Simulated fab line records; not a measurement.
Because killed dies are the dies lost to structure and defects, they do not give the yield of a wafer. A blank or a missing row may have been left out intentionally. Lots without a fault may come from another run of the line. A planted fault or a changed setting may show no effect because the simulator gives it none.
Chamber matching | flow n5Finfet | 4 sister chambers for N5_BEOL_M15_ETCH_38 on rieDiel-02
The step etches SiCN in CF4/N2, target depth 106.4 nm, time 120.5 s. 16 wafers are shown with their chamber, then 8 later ones without.

## EACH WAFER AND ITS CHAMBER
wafer  | chamber | drypumpMotorCurrentA (A) | showerheadPlenumPTorr (Torr) | oesProductAu (a.u.)
L705.1 | 0       | 4.8                      | 2.24                         | 0.92
L705.2 | 2       | 6.1                      | 2.14                         | 0.81
L705.5 | 2       | 6.1                      | 2.14                         | 0.81
L704.1 | 1       | 5.6                      | 2.10                         | 0.72
L704.2 | 0       | 4.8                      | 2.24                         | 0.91
L704.4 | 1       | 5.6                      | 2.10                         | 0.71
L707.3 | 0       | 4.8                      | 2.24                         | 0.92
L707.5 | 0       | 4.8                      | 2.24                         | 0.91
L707.6 | 3       | 5.9                      | 2.10                         | 0.71
L710.1 | 2       | 6.0                      | 2.14                         | 0.81
L710.3 | 1       | 5.6                      | 2.10                         | 0.71
L710.4 | 0       | 4.8                      | 2.24                         | 0.90
L708.3 | 0       | 4.8                      | 2.24                         | 0.90
L708.5 | 2       | 6.1                      | 2.13                         | 0.81
L708.6 | 3       | 5.9                      | 2.10                         | 0.71
L721.1 | 2       | 6.1                      | 2.13                         | 0.79

SIGNATURES (means of the wafers above)
reading               | chamber 0 | chamber 1 | chamber 2 | chamber 3 | scatter within a chamber
drypumpMotorCurrentA  | 4.800     | 5.600     | 6.080     | 5.900     | 0.0258
showerheadPlenumPTorr | 2.2400    | 2.1000    | 2.1360    | 2.1000    | 0.00316
oesProductAu          | 0.9100    | 0.7133    | 0.8060    | 0.7100    | 0.0081
Rule: a wafer lies at a distance from a chamber equal to the root of the sum of squares, over the readings, of (its reading less the chamber's mean, divided by the reading's scatter). If the next closest chamber is less than 2 further off than the closest, the wafer can't be placed; otherwise it belongs to the closest. How the scatter is found: for the shown wafers, subtract from each reading the mean of its chamber, square and add these, divide the total by (wafers less chambers), then take the root.

## WAFERS WHOSE CHAMBER IS MISSING
wafer  | drypumpMotorCurrentA (A) | showerheadPlenumPTorr (Torr) | oesProductAu (a.u.)
L721.3 | 4.8                      | 2.23                         | 0.87
L721.5 | 6.0                      | 2.13                         | 0.78
L724.1 | 6.1                      | 2.12                         | 0.78
L724.2 | 4.8                      | 2.23                         | 0.85
L724.3 | 5.6                      | 2.09                         | 0.69
L722.1 | 5.9                      | 2.35                         | 0.95
L722.4 | 4.8                      | 2.23                         | 0.85
L722.5 | 4.8                      | 2.23                         | 0.86

## THE CHAMBER EACH PASSED THROUGH
wafer  | from the rows above | in truth
L721.3 | 0                   | 0
L721.5 | 2                   | 2
L724.1 | 2                   | 2
L724.2 | 0                   | 0
L724.3 | 1                   | 1
L722.1 | 0                   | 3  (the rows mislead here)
L722.4 | 0                   | 0
L722.5 | 0                   | 0
Correctly placed: 7 of 8. Not placeable from these rows: 0. Placed wrongly: 1.
